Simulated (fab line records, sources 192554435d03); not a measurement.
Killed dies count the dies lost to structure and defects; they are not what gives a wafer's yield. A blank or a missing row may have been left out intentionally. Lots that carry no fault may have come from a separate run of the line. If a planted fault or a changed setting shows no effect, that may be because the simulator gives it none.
Chamber matching | flow n5Finfet | N5_BEOL_M0_TRENCH_ETCH_107 on rieDiel-04: 4 sister chambers
The step etches SiOC in C4F6/O2, target depth 32.8 nm, time 16.4 s. 4 wafers are shown with their chamber, then 12 later ones without.

WAFERS WITH THEIR CHAMBER
wafer  | chamber | showerheadPlenumPTorr (Torr)
L086.4 | 3       | 2.89
L087.2 | 1       | 2.78
L087.4 | 2       | 2.89
L087.5 | 0       | 2.80

WAFERS WITH NO CHAMBER GIVEN
wafer  | showerheadPlenumPTorr (Torr)
L088.2 | 2.89
L088.3 | 2.78
L088.5 | 2.80
L091.1 | 2.89
L091.3 | 2.88
L091.6 | 2.89
L093.1 | 2.88
L093.3 | 2.88
L093.6 | 2.88
L095.2 | 2.88
L095.3 | 2.88
L095.6 | 2.88

WHICH CHAMBER EACH WENT THROUGH
wafer  | from the rows above     | in truth
L088.2 | can't be placed: 2 or 3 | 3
L088.3 | 1                       | 1
L088.5 | 0                       | 0
L091.1 | can't be placed: 2 or 3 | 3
L091.3 | can't be placed: 2 or 3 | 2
L091.6 | can't be placed: 2 or 3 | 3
L093.1 | can't be placed: 2 or 3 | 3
L093.3 | can't be placed: 2 or 3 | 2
L093.6 | can't be placed: 2 or 3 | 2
L095.2 | can't be placed: 2 or 3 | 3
L095.3 | can't be placed: 2 or 3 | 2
L095.6 | can't be placed: 2 or 3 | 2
Correctly placed: 2 of 12. Can't be placed from these rows: 10 (the true chamber is among the candidates in 10). Wrongly placed: 0.
How it was worked out, from the rows above alone: a wafer's distance from a chamber is the root of the sum, over the readings, of the square of ((its reading less the chamber's mean) divided by the reading's scatter). The wafer belongs to the nearest chamber; if the next one is less than 2 further off, it can't be placed. The mean given for a chamber averages the wafers shown for that chamber. The scatter (one wafer shown for each chamber): square how far every hidden wafer sits from the nearest shown wafer, average those squares and take the square root.
